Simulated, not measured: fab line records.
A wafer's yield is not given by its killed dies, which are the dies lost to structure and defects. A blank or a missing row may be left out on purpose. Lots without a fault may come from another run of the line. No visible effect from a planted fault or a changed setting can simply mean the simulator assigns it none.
Chamber matching || flow n5 finfet || N5_BEOL_M14_STRIP_37 on rie diel-06: 3 sister chambers
The step strips in O2. 14 wafers are shown with their chamber, then 5 later ones without.

== EACH WAFER AND ITS CHAMBER ==
{"wafer": "L080.2", "chamber": 1, "showerhead plenum p Torr (Torr)": 2.04, "throttle valve pct (%)": 16.49, "oes product au (a.u.)": 0.89}
{"wafer": "L080.3", "chamber": 0, "showerhead plenum p Torr (Torr)": 2.20, "throttle valve pct (%)": 16.89, "oes product au (a.u.)": 0.73}
{"wafer": "L080.4", "chamber": 3, "showerhead plenum p Torr (Torr)": 2.18, "throttle valve pct (%)": 16.83, "oes product au (a.u.)": 0.75}
{"wafer": "L078.1", "chamber": 0, "showerhead plenum p Torr (Torr)": 2.20, "throttle valve pct (%)": 16.90, "oes product au (a.u.)": 0.74}
{"wafer": "L078.2", "chamber": 1, "showerhead plenum p Torr (Torr)": 2.04, "throttle valve pct (%)": 16.48, "oes product au (a.u.)": 0.89}
{"wafer": "L078.6", "chamber": 3, "showerhead plenum p Torr (Torr)": 2.18, "throttle valve pct (%)": 16.80, "oes product au (a.u.)": 0.76}
{"wafer": "L086.1", "chamber": 1, "showerhead plenum p Torr (Torr)": 2.04, "throttle valve pct (%)": 16.50, "oes product au (a.u.)": 0.87}
{"wafer": "L086.2", "chamber": 0, "showerhead plenum p Torr (Torr)": 2.19, "throttle valve pct (%)": 16.93, "oes product au (a.u.)": 0.72}
{"wafer": "L086.5", "chamber": 1, "showerhead plenum p Torr (Torr)": 2.04, "throttle valve pct (%)": 16.51, "oes product au (a.u.)": 0.86}
{"wafer": "L089.2", "chamber": 1, "showerhead plenum p Torr (Torr)": 2.04, "throttle valve pct (%)": 16.48, "oes product au (a.u.)": 0.86}
{"wafer": "L089.4", "chamber": 3, "showerhead plenum p Torr (Torr)": 2.18, "throttle valve pct (%)": 16.85, "oes product au (a.u.)": 0.76}
{"wafer": "L089.6", "chamber": 1, "showerhead plenum p Torr (Torr)": 2.04, "throttle valve pct (%)": 16.48, "oes product au (a.u.)": 0.85}
{"wafer": "L090.1", "chamber": 0, "showerhead plenum p Torr (Torr)": 2.19, "throttle valve pct (%)": 16.94, "oes product au (a.u.)": 0.71}
{"wafer": "L090.2", "chamber": 1, "showerhead plenum p Torr (Torr)": 2.04, "throttle valve pct (%)": 16.49, "oes product au (a.u.)": 0.85}

SIGNATURES, as means of the wafers listed above
{"reading": "showerhead plenum p Torr", "chamber 0": 2.1950, "chamber 1": 2.0400, "chamber 3": 2.1800, "scatter within a chamber": 0.00302}
{"reading": "throttle valve pct", "chamber 0": 16.9150, "chamber 1": 16.4900, "chamber 3": 16.8267, "scatter within a chamber": 0.0185}
{"reading": "oes product au", "chamber 0": 0.7250, "chamber 1": 0.8671, "chamber 3": 0.7567, "scatter within a chamber": 0.0145}
Rule: for each reading, subtract the chamber's mean from the wafer's reading, divide by that reading's scatter and square the result; add these up over the readings and take the root, which gives the wafer's distance from the chamber. If the next closest chamber is less than 2 further off than the closest, the wafer can't be placed; otherwise it belongs to the closest. The scatter is the square root of a quotient: the sum, over the shown wafers, of each reading's squared deviation from its chamber's mean, divided by wafers minus chambers.

== WAFERS WHOSE CHAMBER IS MISSING ==
{"wafer": "L090.6", "showerhead plenum p Torr (Torr)": 2.17, "throttle valve pct (%)": 16.84, "oes product au (a.u.)": 0.73}
{"wafer": "L095.4", "showerhead plenum p Torr (Torr)": 2.18, "throttle valve pct (%)": 16.93, "oes product au (a.u.)": 0.71}
{"wafer": "L097.1", "showerhead plenum p Torr (Torr)": 2.18, "throttle valve pct (%)": 16.96, "oes product au (a.u.)": 0.69}
{"wafer": "L097.4", "showerhead plenum p Torr (Torr)": 2.17, "throttle valve pct (%)": 16.89, "oes product au (a.u.)": 0.72}
{"wafer": "L097.6", "showerhead plenum p Torr (Torr)": 2.17, "throttle valve pct (%)": 16.90, "oes product au (a.u.)": 0.73}

== CHAMBER TAKEN BY EACH ==
{"wafer": "L090.6", "from the rows above": 3, "in truth": 3}
{"wafer": "L095.4", "from the rows above": "can't be placed: 0 or 3", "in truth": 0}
{"wafer": "L097.1", "from the rows above": 0, "in truth": 0}
{"wafer": "L097.4", "from the rows above": 3, "in truth": 3}
{"wafer": "L097.6", "from the rows above": 3, "in truth": 3}
Correct placement for 4 of the 5. These rows do not allow placing 1 (true chamber among the candidates in 1). Placed wrongly: 0.
